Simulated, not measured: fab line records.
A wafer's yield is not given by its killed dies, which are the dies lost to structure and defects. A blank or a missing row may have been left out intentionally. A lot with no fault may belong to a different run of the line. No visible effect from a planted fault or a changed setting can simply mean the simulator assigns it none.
Chamber matching	flow n5Finfet	N5_BEOL_M0_CUTY_ETCH_62 on rieDiel-01: 4 sister chambers
The step etches SiARC in CF4, time 58.5 s. 14 wafers are shown with their chamber, then 7 later ones without.

== EACH WAFER AND ITS CHAMBER ==
wafer	chamber	drypumpMotorCurrentA (A)	showerheadPlenumPTorr (Torr)	throttleValvePct (%)
L074.3	3	6.4	2.13	15.36
L074.4	2	5.5	2.14	15.46
L074.5	3	6.4	2.13	15.34
L078.1	0	6.2	2.26	15.44
L078.4	3	6.4	2.13	15.39
L078.6	0	6.2	2.26	15.44
L080.2	2	5.5	2.14	15.48
L080.4	0	6.2	2.26	15.44
L080.5	0	6.2	2.26	15.47
L084.1	1	5.9	2.12	15.92
L084.3	2	5.6	2.13	15.51
L084.5	3	6.4	2.12	15.37
L088.1	0	6.2	2.26	15.50
L088.5	3	6.4	2.12	15.40

SIGNATURES, as means of the wafers listed above
reading	chamber 0	chamber 1	chamber 2	chamber 3	scatter within a chamber
drypumpMotorCurrentA	6.200	5.900	5.533	6.400	0.0258
showerheadPlenumPTorr	2.2600	2.1200	2.1367	2.1260	0.00432
throttleValvePct	15.4580	15.9200	15.4833	15.3720	0.0254
Rule: for each reading, subtract the chamber's mean from the wafer's reading, divide by that reading's scatter and square the result; add these up over the readings and take the root, which gives the wafer's distance from the chamber. If the next closest chamber is less than 2 further off than the closest, the wafer can't be placed; otherwise it belongs to the closest. The scatter: the root of (the sum of the squares of (reading less its chamber's mean) over the shown wafers, divided by (wafers less chambers)).

== WAFERS MISSING THEIR CHAMBER ==
wafer	drypumpMotorCurrentA (A)	showerheadPlenumPTorr (Torr)	throttleValvePct (%)
L088.6	5.5	2.13	15.50
L089.1	5.5	2.13	15.51
L089.2	6.2	2.25	15.52
L089.5	6.5	2.12	15.41
L091.3	6.2	2.25	15.52
L091.4	6.5	2.12	15.42
L091.6	6.2	2.25	15.50

== CHAMBER TAKEN BY EACH ==
wafer	from the rows above	in truth
L088.6	2	2
L089.1	2	2
L089.2	0	0
L089.5	3	3
L091.3	0	0
L091.4	3	3
L091.6	0	0
7 of 7 placed correctly. Left unplaced by these rows: 0. Wrongly placed: 0.
